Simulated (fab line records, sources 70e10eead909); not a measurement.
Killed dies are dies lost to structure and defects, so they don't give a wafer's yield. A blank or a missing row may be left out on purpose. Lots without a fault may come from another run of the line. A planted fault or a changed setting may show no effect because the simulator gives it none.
A struck lot beside a sound one | flow nand_harc | 14 steps out of a route of 1302
Sound: wafers L841.2, L841.4, L841.6. Struck: wafers L837.3, L837.5, L837.6. The cause comes at the end.
At each step with rows: each side's tool, then ch and its chambers, then its first start. Under that, the readings that differ: sound wafers | struck wafers | difference of the means | sigmas: that difference in standard deviations of wafers without a fault.
alike: readings whose means differ by less than 2 such deviations, and words and numbers that are the same on both sides. not compared: withheld readings, readings that some wafer has no value for, bounds like >300 that may hide the same value, and numbers for which the record gives no deviation and whose values overlap.
The two part at a step that has a row with sigmas, a row that says differs or no value, or rows on one side only. Numbers that don't overlap but have no deviation are shown without sigmas and don't part them. A reading that every wafer of one side lacks parts them only if that side has two wafers or more.

first, 2 steps without rows for these wafers: NHARC_A_SOURCE_PLATE_SRD_01; NHARC_A_SOURCE_PLATE_OXIDE_02 (material SiO2, target thk 10 nm, ox time 1362 s).
NHARC_A_SOURCE_PLATE_THK_MEAS_09: measures by ellipsometry.
  sound on film_metro-02, day 12 05:58; struck on film_metro-01, day 10 08:44
  alike: thk_nm
then, 3 steps without rows for these wafers: NHARC_A_SOURCE_PLATE_PVD_04 (deposits WSi2, target thk 50 nm); NHARC_A_SOURCE_PLATE_CVD_03 (deposits poly-Si, target thk 200 nm, time 4000 s); NHARC_A_SOURCE_PLATE_ANNEAL_05 (time 1800 s).
NHARC_A_SOURCE_PLATE_THK_MEAS_06: measures by ellipsometry.
  sound on film_metro-02, day 12 18:56; struck on film_metro-02, day 10 21:50
  alike: thk_nm
NHARC_A_SOURCE_PLATE_INSPECT_08:
  sound on defect_inspect-01, day 12 19:01; struck on defect_inspect-02, day 10 21:55
  alike: raw_defect_count
then, 1 step without rows for these wafers: NHARC_A_ONON_D1_DEP_00 (target thk 1000 nm).
NHARC_A_ONON_D1_THK_MEAS_02: measures by ellipsometry.
  sound on film_metro-02, day 12 19:35; struck on film_metro-01, day 10 22:30
  alike: thk_nm
NHARC_A_ONON_D1_DEP_03: target thk 1000 nm.
  sound on pecvd_onon-02 ch 0, day 12 19:42; struck on pecvd_onon-01 ch 0, day 10 22:40
  alike: nh3_flow_sccm, sih4_flow_sccm
NHARC_A_ONON_D1_THK_MEAS_05: measures by ellipsometry.
  sound on film_metro-02, day 12 20:09; struck on film_metro-02, day 10 23:04
  reading     | sound       | struck         | difference | sigmas
  thk_nm (nm) | 987 987 986 | 1626 1624 1625 | +638       | +66
then, 2 steps without rows for these wafers: NHARC_A_ONON_D1_DEP_06 (target thk 1000 nm); NHARC_END_SORT_01.

WHERE THEY PART
Only at NHARC_A_ONON_D1_THK_MEAS_05, within this record.

WHY: what the simulator had put in
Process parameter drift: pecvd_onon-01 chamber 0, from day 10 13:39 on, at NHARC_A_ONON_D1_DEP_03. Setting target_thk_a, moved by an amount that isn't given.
